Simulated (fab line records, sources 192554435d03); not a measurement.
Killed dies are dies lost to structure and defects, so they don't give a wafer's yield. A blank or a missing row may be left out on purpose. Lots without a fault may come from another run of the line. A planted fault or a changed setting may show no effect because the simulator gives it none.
Split-lot experiment | flow n5_finfet | 7 lots, 21 wafers read, on a route of 1938 steps

THE SPLIT
At N5_BEOL_M13_ETCH_67 (etches SiARC in CF4, target depth 143 nm, time 238.3 s), the setting bias_w was moved away from the recipe's 36 W on 9 of the 21 wafers read, by -16.0% to +10.5%. The other wafers ran this setting at the recipe's value.

The reading is taken at the split's own step.

THE READING
rf_vpp_V, in V, at N5_BEOL_M13_ETCH_67 (etches SiARC in CF4, target depth 143 nm, time 238.3 s). Fault-free wafers of this fab line usually give 184.4 V, standard deviation 1.1 V.

wafer  | tool, chamber at the split | bias_w as run, W | against the recipe | rf_vpp_V, V | against lot-mates on the recipe
L075.1 | rie_diel-03, 2             | 33.93            | -5.8%              | 178.0       | -6.4
L075.2 | rie_diel-03, 1             | 36               | recipe             | 184.4       | -
L075.6 | rie_diel-03, 2             | 33.93            | -5.8%              | 177.9       | -6.5
L076.2 | rie_diel-04, 2             | 30.25            | -16.0%             | 163.8       | -19.4
L076.4 | rie_diel-04, 3             | 30.25            | -16.0%             | 164.9       | -18.3
L076.5 | rie_diel-04, 1             | 36               | recipe             | 183.2       | -
L079.1 | rie_diel-04, 2             | 36               | recipe             | 183.6       | -
L079.3 | rie_diel-04, 1             | 36               | recipe             | 184.1       | -
L079.6 | rie_diel-04, 0             | 36               | recipe             | 183.2       | -
L081.2 | rie_diel-06, 0             | 30.37            | -15.6%             | 165.3       | -18.0
L081.3 | rie_diel-06, 3             | 36               | recipe             | 183.6       | -
L081.5 | rie_diel-06, 3             | 36               | recipe             | 183.1       | -
L089.1 | rie_diel-04, 3             | 36               | recipe             | 184.9       | -
L089.4 | rie_diel-04, 1             | 36               | recipe             | 182.2       | -
L089.6 | rie_diel-04, 2             | 37.9             | +5.3%              | 189.1       | +5.5
L093.1 | rie_diel-03, 3             | 36               | recipe             | 186.0       | -
L093.3 | rie_diel-03, 1             | 36               | recipe             | 183.5       | -
L093.4 | rie_diel-03, 2             | 38.64            | +7.3%              | 192.6       | +7.8
L088.3 | rie_diel-04, 1             | 36               | recipe             | 185.0       | -
L088.5 | rie_diel-04, 0             | 39.77            | +10.5%             | 197.5       | +12.5
L088.6 | rie_diel-04, 3             | 39.77            | +10.5%             | 196.5       | +11.5

THE FIT
A straight line over all 21 wafers: rf_vpp_V changes by +1.2 V for each +1% of bias_w; r = +0.99; the points scatter about the line by 0.94 V.
The same after taking each lot's own level away (the mean of its wafers on the recipe; 21 wafers): +1.15 V for each +1%; r = +1.00; scatter 0.7 V.
On that fit, the largest move of bias_w shifts the reading by 18 V.
The lots' own levels span 183.20 to 185.00 V, that is 1.6 times the standard deviation above.
So the lot-to-lot level changes the slope little: the two slopes agree.
Check: with one of the wafers moved furthest among these (-16.0%) left out of the fit, the line predicts -18.2 V for it against its lot-mates. It came out at -19.4 V against them.
Tool readings at the split's step, against how far the setting was moved: rf_vpp_V r = +0.99.

OTHER SPLITS ON THESE WAFERS
These wafers also went through other splits before the reading. Each is held against what the fit with the lots' levels taken away leaves over:
other split on the same wafers | wafers away from the commonest value | r with rf_vpp_V (lot level and that fit taken away)
N5_BEOL_M11_ILD_DEP_00 time_s  | 8                                    | -0.06
N5_BEOL_M11_PECVD_70 temp_c    | 6                                    | +0.04
N5_BEOL_M12_ILD_DEP_00 time_s  | 6                                    | +0.30
N5_BEOL_M12_EXPOSE_07 dose_mj  | 9                                    | -0.07

THE FILE'S OWN FIT
rf_vpp_V changes by +1.15 V for each +1% of bias_w, r = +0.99.
